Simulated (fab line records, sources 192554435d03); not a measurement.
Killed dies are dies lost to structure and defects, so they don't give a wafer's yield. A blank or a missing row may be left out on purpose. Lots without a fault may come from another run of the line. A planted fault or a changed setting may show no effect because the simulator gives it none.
Chamber matching | flow n5_finfet | N5_BEOL_M2_DEP_57 on pecvd-03: 3 sister chambers
The step deposits SiCN from 3MS/NH3, target thk 8 nm, time 14 s. 20 wafers are shown with their chamber, then 10 later ones without.

WAFERS WITH THEIR CHAMBER
wafer  | chamber | showerhead_plenum_p_Torr (Torr) | throttle_valve_pct (%) | rf_fwd_power_W (W)
L074.1 | 1       | 3.671                           | 9.0                    | 198.9
L074.4 | 1       | 3.671                           | 9.4                    | 198.9
L074.6 | 0       | 3.658                           | 9.0                    | 199.6
L075.1 | 2       | 3.680                           | 9.1                    | 198.7
L075.2 | 1       | 3.665                           | 9.2                    | 199.1
L075.6 | 0       | 3.650                           | 9.1                    | 200.3
L080.2 | 2       | 3.670                           | 9.0                    | 200.2
L080.4 | 2       | 3.668                           | 8.9                    | 200.0
L080.5 | 0       | 3.653                           | 9.1                    | 199.0
L081.1 | 2       | 3.673                           | 8.8                    | 200.2
L081.2 | 1       | 3.676                           | 8.9                    | 199.9
L081.6 | 1       | 3.670                           | 9.0                    | 199.0
L083.2 | 1       | 3.665                           | 9.1                    | 198.1
L083.3 | 1       | 3.675                           | 9.2                    | 198.7
L083.6 | 1       | 3.663                           | 9.0                    | 198.1
L087.1 | 0       | 3.658                           | 9.2                    | 199.2
L087.2 | 1       | 3.675                           | 9.1                    | 200.1
L087.5 | 0       | 3.652                           | 9.2                    | 198.8
L086.2 | 0       | 3.657                           | 9.1                    | 199.9
L086.4 | 1       | 3.677                           | 9.4                    | 200.1

SIGNATURES (means of the wafers above)
reading                  | chamber 0 | chamber 1 | chamber 2 | scatter within a chamber
showerhead_plenum_p_Torr | 3.65467   | 3.67080   | 3.67275   | 0.00468
throttle_valve_pct       | 9.117     | 9.130     | 8.950     | 0.141
rf_fwd_power_W           | 199.467   | 199.090   | 199.775   | 0.69
Rule: a wafer's distance from a chamber is the root of the sum, over the readings, of the square of ((its reading less the chamber's mean) divided by the reading's scatter). The wafer belongs to the nearest chamber; if the next one is less than 2 further off, it can't be placed. The scatter: the root of (the sum of the squares of (reading less its chamber's mean) over the shown wafers, divided by (wafers less chambers)).

WAFERS WITHOUT THEIR CHAMBER
wafer  | showerhead_plenum_p_Torr (Torr) | throttle_valve_pct (%) | rf_fwd_power_W (W)
L086.5 | 3.647                           | 9.3                    | 200.6
L076.3 | 3.649                           | 9.1                    | 199.3
L076.4 | 3.666                           | 9.1                    | 198.5
L076.6 | 3.659                           | 9.3                    | 200.4
L090.2 | 3.657                           | 8.9                    | 199.3
L090.4 | 3.662                           | 9.1                    | 198.7
L090.6 | 3.673                           | 9.3                    | 199.0
L092.1 | 3.658                           | 9.0                    | 199.5
L092.2 | 3.685                           | 8.4                    | 199.9
L092.4 | 3.673                           | 9.1                    | 198.6

WHICH CHAMBER EACH WENT THROUGH
wafer  | from the rows above          | in truth
L086.5 | 0                            | 0
L076.3 | 0                            | 0
L076.4 | can't be placed: 1 or 2 or 0 | 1
L076.6 | can't be placed: 0 or 1 or 2 | 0
L090.2 | can't be placed: 0 or 1 or 2 | 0
L090.4 | can't be placed: 0 or 1 or 2 | 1
L090.6 | can't be placed: 1 or 2      | 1
L092.1 | can't be placed: 0 or 1      | 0
L092.2 | can't be placed: 2 or 1      | 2
L092.4 | can't be placed: 1 or 2      | 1
Placed correctly: 2 of 10. Can't be placed from these rows: 8 (the true chamber is among the candidates in 8). Placed wrongly: 0.
